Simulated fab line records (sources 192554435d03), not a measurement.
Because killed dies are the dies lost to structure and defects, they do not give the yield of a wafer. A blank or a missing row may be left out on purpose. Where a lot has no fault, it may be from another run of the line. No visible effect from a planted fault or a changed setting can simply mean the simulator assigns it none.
Problem report, 8D (eight disciplines) form, completed by code || flow n5 finfet || the parts of the form that need people (team, actions taken, sign-off) are left out

== 1. THE PROBLEM ==
At N5_PASSIVATION_PROBE_49, killed at contacts averages 128 over 6 wafers from 2 lots, while fault-free wafers read 12, standard deviation 6.4. Relative to the usual mean, that is a shift of +18 standard deviations.
First observed at day 22 05:00: wafer L918.2, on prober-01. At this step, 9 wafers from 3 lots have a number in the record. By rule, "out" or "out of limits" means more than 4 standard deviations away from the usual mean. Any other wafer with a number is counted as sound.

== 2. WHAT THIS IS AND IS NOT ==
{"question": "which readings at this step", "is": "killed at contacts, defect limited yield, sort yield pct", "is not": "killed_at_M0_to_M3, killed_at_M4_up, killed open, killed short, sort_bin_6_memory"}
{"question": "which lots", "is": "L917, L918", "is not": "L910"}
{"question": "which wafers of those lots", "is": "all that have a number", "is not": "-"}
{"question": "read on which tools", "is": "prober-01", "is not": "-"}
{"question": "when", "is": "from day 22 05:00", "is not": "up to then (3 sound wafers)"}

== 3. SUSPECTS, AND WHAT RULES EACH OUT ==
Counting: any tool at a process step up to the reading is kept as a suspect provided that every lot that is out went through it and no sound lot did after the first of them.
- wet bench-03 at N5_MOL_CONTACT_COAG_PRECLEAN_138 (cleans in alkaline clean, time 60 s): kept. It ran every lot that is out, first L917 (day 9 21:24), and no sound lot after that; its last sound lot up to then is L910 (day 8 06:35).
- prober-01 at N5_PASSIVATION_PROBE_49: kept. It ran every lot that is out, first L918 (day 22 05:00), and no sound lot after that; its last sound lot up to then is L910 (day 19 06:28). Its own readings are out on those wafers: defect limited yield, killed at contacts, sort yield pct.
Remaining after the count are wet bench-03 at N5_MOL_CONTACT_COAG_PRECLEAN_138 and prober-01 at N5_PASSIVATION_PROBE_49.

== 4. THE CAUSE (what the simulator had put in) ==
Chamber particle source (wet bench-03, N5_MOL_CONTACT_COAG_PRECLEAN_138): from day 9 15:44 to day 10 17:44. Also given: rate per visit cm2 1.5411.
Of the 2 suspects that counting leaves, this tool is one.

== 5. THE CHAIN OF EFFECTS, in route order ==
One row per reading whose mean, taken over the struck wafers that have a number, lies over 3 standard deviations from the usual. Readings are gone through only where the record gives a usual standard deviation; hours: the median, over the lots, of the time from a lot's start at the first step in this table giving one to that lot's start at this step; sigmas: the change measured in usual standard deviations.
{"hours": 0, "step": "N5_PASSIVATION_PROBE_49", "reading": "defect limited yield", "usual": "91.4 %", "on struck wafers": 82.8, "change": -8.6, "sigmas": -7.2}
{"hours": 0, "step": "N5_PASSIVATION_PROBE_49", "reading": "killed at contacts", "usual": 12, "on struck wafers": 128, "change": "+116", "sigmas": "+18"}
{"hours": 0, "step": "N5_PASSIVATION_PROBE_49", "reading": "killed dies", "usual": 102, "on struck wafers": 203, "change": "+101", "sigmas": "+6.7"}
{"hours": 0, "step": "N5_PASSIVATION_PROBE_49", "reading": "killed on rim", "usual": 13, "on struck wafers": 25, "change": "+12", "sigmas": "+3.3"}
{"hours": 0, "step": "N5_PASSIVATION_PROBE_49", "reading": "sort_bin_5_function", "usual": "5.0 %", "on struck wafers": 10.6, "change": "+5.6", "sigmas": "+6.6"}
{"hours": 0, "step": "N5_PASSIVATION_PROBE_49", "reading": "sort n pass", "usual": 1078, "on struck wafers": 977, "change": -101, "sigmas": -6.7}
{"hours": 0, "step": "N5_PASSIVATION_PROBE_49", "reading": "sort yield pct", "usual": "91.4 %", "on struck wafers": 82.8, "change": -8.6, "sigmas": -7.2}
It contains these process steps:
- N5_PASSIVATION_PROBE_49

== 6. WHAT WOULD HAVE CAUGHT IT SOONER ==
In this record the first reading out of limits was taken at day 22 05:00, 301 hours after the fault began at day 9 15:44.
No tool reading at N5_MOL_CONTACT_COAG_PRECLEAN_138 that has a usual standard deviation in the record was out on any struck wafer, so an alarm limit of 4 standard deviations on those readings would not have fired.
Lots out: 2; all had begun N5_MOL_CONTACT_COAG_PRECLEAN_138 on wet bench-03 by day 22 05:00. None of them would have been spared by holding the tool at that moment.
